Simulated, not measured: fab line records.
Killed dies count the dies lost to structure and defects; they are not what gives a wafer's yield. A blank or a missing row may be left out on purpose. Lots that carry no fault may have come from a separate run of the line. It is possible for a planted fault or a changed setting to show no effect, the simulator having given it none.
The same fault as seen by 2 desks    flow n5 finfet    each desk has only its own numbers; what lay behind them comes last

## THE TOOL OWNER'S DESK: rie si-01
The tool's own readings at N5_FIN_SAQP_ETCH_64 (etches SiO2 in CF4, target depth 1.5 nm): means of the sampled wafers that have a number, for each lot that ran on this tool. The brackets show how far a lot's mean lies from the usual mean; more than 4 standard deviations puts the lot out of limits, marked OUT.
Columns: A = bias w at N5_FIN_SAQP_ETCH_64, usual 399.9 W; B = cf4 flow sccm at N5_FIN_SAQP_ETCH_64, usual 80.03 sccm; C = drypump motor current A at N5_FIN_SAQP_ETCH_64, usual 5.6 A; D = oes product au at N5_FIN_SAQP_ETCH_64, usual 1.000 a.u.; E = throttle valve pct at N5_FIN_SAQP_ETCH_64, usual 21.79 %
lot   first seen here  A      B      C    D      E
L248  day 2 21:58      401.5  79.88  5.5  0.995  21.80
L254  day 4 08:47      400.9  80.08  5.6  1.008  21.67
L257  day 5 03:53      400.7  79.97  5.2  1.002  21.72
L268  day 8 00:38      399.4  79.53  5.2  1.000  21.87
Result from this desk: across the 4 lots, nothing is out of limits.

## AT THE METROLOGY DESK
What the gauges read, lot by lot, whatever tool the lot ran on: means of the sampled wafers that have a number. The brackets show how far a lot's mean lies from the usual mean; more than 4 standard deviations puts the lot out of limits, marked OUT. 7 of its 10 readings are shown, namely those furthest out on some lot.
Columns: A = DIBL_N at N5_BEOL_M4_RC_MEAS_101, usual 36.2 mV/V; B = DIBL_P at N5_BEOL_M4_RC_MEAS_101, usual 36.3 mV/V; C = IOFF_N at N5_BEOL_M4_RC_MEAS_101, usual 0.155 nA/um; D = ION_N at N5_BEOL_M4_RC_MEAS_101, usual 677 uA/um; E = ION_P at N5_BEOL_M4_RC_MEAS_101, usual 465 uA/um; F = SS_N at N5_BEOL_M4_RC_MEAS_101, usual 71.4 mV/dec; G = VT_P at N5_BEOL_M4_RC_MEAS_101, usual -250 mV
lot   first seen here  A     B     C      D    E    F     G
L248  day 8 20:08      34.4  34.7  0.133  672  464  70.5  -251
L251  day 10 00:17     34.7  35.6  0.150  681  470  71.1  -251
L254  day 10 08:52     36.1  36.9  0.171  679  465  71.5  -246
L257  day 11 21:41     36.2  36.4  0.149  669  463  71.8  -251
L264  day 12 20:55     35.1  36.0  0.156  679  469  71.1  -248
L268  day 14 10:47     36.6  35.0  0.150  668  456  71.5  -252
Result from this desk: across the 6 lots, nothing is out of limits.

## TAKEN TOGETHER
Nothing out of limits was seen by the tool owner's desk.
Metrology desk: nothing out of limits seen.

## WHAT HAD BEEN PUT IN BY THE SIMULATOR
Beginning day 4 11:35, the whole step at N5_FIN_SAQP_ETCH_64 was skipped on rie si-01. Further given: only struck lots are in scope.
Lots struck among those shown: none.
